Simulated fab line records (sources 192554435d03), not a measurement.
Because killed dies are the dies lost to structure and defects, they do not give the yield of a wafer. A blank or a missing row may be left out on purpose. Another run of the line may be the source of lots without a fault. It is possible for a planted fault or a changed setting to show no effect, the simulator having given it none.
Which tool did it?	flow n5Finfet	11 lots with 33 wafers sampled at 4 steps, on a route of 1938 steps

## WHAT EACH GAUGE READ, for each wafer
N5_BEOL_M8_OVL_MEAS_12.
lot	measured	on	M8_OVL (nm)
L376	day 9 12:30	overlay-01	0.4 -0.4 0.1
L378	day 9 22:13	overlay-02	0.6 0.7 -0.5
L379	day 10 03:54	overlay-02	0.7 1.2 0.8
L380	day 10 12:58	overlay-02	1.1 0.5 0.5
L383	day 11 10:25	overlay-01	0.5 0.3 -0.4
L382	day 12 06:46	overlay-01	0.8 2.2 2.1
L387	day 12 23:55	overlay-01	1.0 0.4 1.3
L391	day 14 05:29	overlay-01	0.3 0.9 0.8
L390	day 14 11:05	overlay-02	-1.1 0.0 0.1
L397	day 15 16:05	overlay-02	0.6 -0.2 0.7
L399	day 16 00:26	overlay-01	0.1 0.0 -1.2

## TOOL THAT RAN EACH LOT (tool first, then ch and the chambers of the sampled wafers, then the start)
lot	N5_BEOL_M7_ALD_77	N5_BEOL_M7_SURFACE_TREAT_79	N5_BEOL_M8_PECVD_70
L376	aldMetal-03 ch 1,2, day 9 04:27	pvdSputter-01, day 9 04:46	pecvd-04 ch 1,2, day 9 07:34
L378	aldMetal-03 ch 1,2,3, day 9 16:36	pvdSputter-03, day 9 16:53	pecvd-01 ch 0,1, day 9 18:47
L379	aldMetal-01 ch 0,1,2, day 10 00:18	pvdSputter-03, day 10 00:35	pecvd-02 ch 0,2, day 10 02:35
L380	aldMetal-02 ch 0,1, day 10 09:02	pvdSputter-02, day 10 09:19	pecvd-02 ch 1,2, day 10 12:04
L383	aldMetal-03 ch 0,1,3, day 11 07:11	pvdSputter-02, day 11 07:31	pecvd-01 ch 0,2, day 11 09:27
L382	aldMetal-03 ch 1,3, day 12 02:32	pvdSputter-03, day 12 02:50	pecvd-02 ch 0,1,2, day 12 04:56
L387	aldMetal-02 ch 0,2,3, day 12 19:11	pvdSputter-01, day 12 19:53	pecvd-04 ch 1,2, day 12 22:08
L391	aldMetal-02 ch 0,1, day 14 01:40	pvdSputter-02, day 14 01:56	pecvd-04 ch 0,1,2, day 14 04:29
L390	aldMetal-02 ch 2,3, day 14 05:28	pvdSputter-03, day 14 05:49	pecvd-04 ch 0,2, day 14 09:00
L397	aldMetal-02 ch 1,2,3, day 15 11:56	pvdSputter-03, day 15 12:28	pecvd-01 ch 0,2, day 15 15:11
L399	aldMetal-01 ch 0,3, day 15 19:58	pvdSputter-03, day 15 20:31	pecvd-02 ch 0,2, day 15 23:22
- N5_BEOL_M7_ALD_77: deposits TaN, target thk 2 nm, pulse time 2 s, purge time 3 s.
- N5_BEOL_M7_SURFACE_TREAT_79
- N5_BEOL_M8_PECVD_70: deposits SiO2 from TEOS/O2, target thk 20 nm, time 22.7 s.

## THE ANSWER, worked out from the rows above alone
Rule: what is usual is taken from the lots themselves. The widest of any qualifying gaps counts: lots, ordered by their means at a reading, are off when they make up no more than a third of the lots, leave a main group of 4 or more, and stand apart from it by 3 or more times the standard deviation of that group's means. A main group whose means are all the same, to the digits that the tables above print for the reading, isn't used. A lot without any number at a reading at which 4 lots or more have one is off too. Where the step has rows for the other lots, those lots are counted as sound.
No lot is off on any of the readings shown, so nothing can be concluded from this.

## WHAT WAS PUT IN BY THE SIMULATOR
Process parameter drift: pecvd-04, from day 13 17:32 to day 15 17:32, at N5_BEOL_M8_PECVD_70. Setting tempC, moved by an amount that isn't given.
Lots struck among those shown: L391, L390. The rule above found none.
